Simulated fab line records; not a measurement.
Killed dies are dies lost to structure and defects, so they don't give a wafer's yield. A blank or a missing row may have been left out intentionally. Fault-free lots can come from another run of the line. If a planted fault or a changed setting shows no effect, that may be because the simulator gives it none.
Matching of chambers -- flow nand harc -- NHARC_THIN_TSV_DESCUM_14 on rie diel-01 has 4 sister chambers
The step chemistry O2, time 3 s. 14 wafers are shown with their chamber, then 7 later ones without.

## EACH WAFER AND ITS CHAMBER
wafer,chamber,drypump motor current A (A),oes product au (a.u.),o2 flow sccm (sccm)
L962.2,0,6.0,0.997,199.6
L962.3,1,5.4,1.020,200.9
L962.4,3,6.2,1.028,199.2
L963.2,2,6.6,1.003,199.2
L963.3,0,6.0,1.011,200.6
L963.5,0,6.0,1.003,199.4
L968.3,3,6.2,1.027,199.5
L968.4,0,6.0,0.992,200.3
L968.6,2,6.6,0.997,200.4
L971.1,1,5.4,1.013,201.0
L971.2,0,6.0,0.993,198.7
L971.6,0,6.1,1.003,200.1
L974.1,0,6.0,1.004,199.4
L974.2,2,6.5,0.999,199.6

SIGNATURES, as means of the wafers listed above
reading,chamber 0,chamber 1,chamber 2,chamber 3,scatter within a chamber
drypump motor current A,6.014,5.400,6.567,6.200,0.039
oes product au,1.00043,1.01650,0.99967,1.02750,0.00565
o2 flow sccm,199.729,200.950,199.733,199.350,0.575
Rule: distance of a wafer from a chamber = root of the sum over the readings of ((wafer's reading minus chamber's mean) / reading's scatter) squared. If the next closest chamber is less than 2 further off than the closest, the wafer can't be placed; otherwise it belongs to the closest. How the scatter is found: for the shown wafers, subtract from each reading the mean of its chamber, square and add these, divide the total by (wafers less chambers), then take the root.

## WAFERS WITHOUT THEIR CHAMBER
wafer,drypump motor current A (A),oes product au (a.u.),o2 flow sccm (sccm)
L974.5,6.0,1.002,198.2
L981.1,6.6,1.010,201.2
L981.3,5.4,0.986,201.8
L981.5,5.4,0.989,200.4
L983.1,6.0,1.019,200.6
L983.3,6.6,1.018,200.1
L983.4,6.2,0.992,200.8

## WHICH CHAMBER EACH WENT THROUGH
wafer,from the rows above,in truth
L974.5,0,0
L981.1,2,2
L981.3,1,1
L981.5,1,1
L983.1,0,0
L983.3,2,2
L983.4,can't be placed: 0 or 3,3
Correct placement for 6 of the 7. Cannot be placed on the basis of these rows: 1; the candidates contain the true chamber in 1. Wrongly placed: 0.
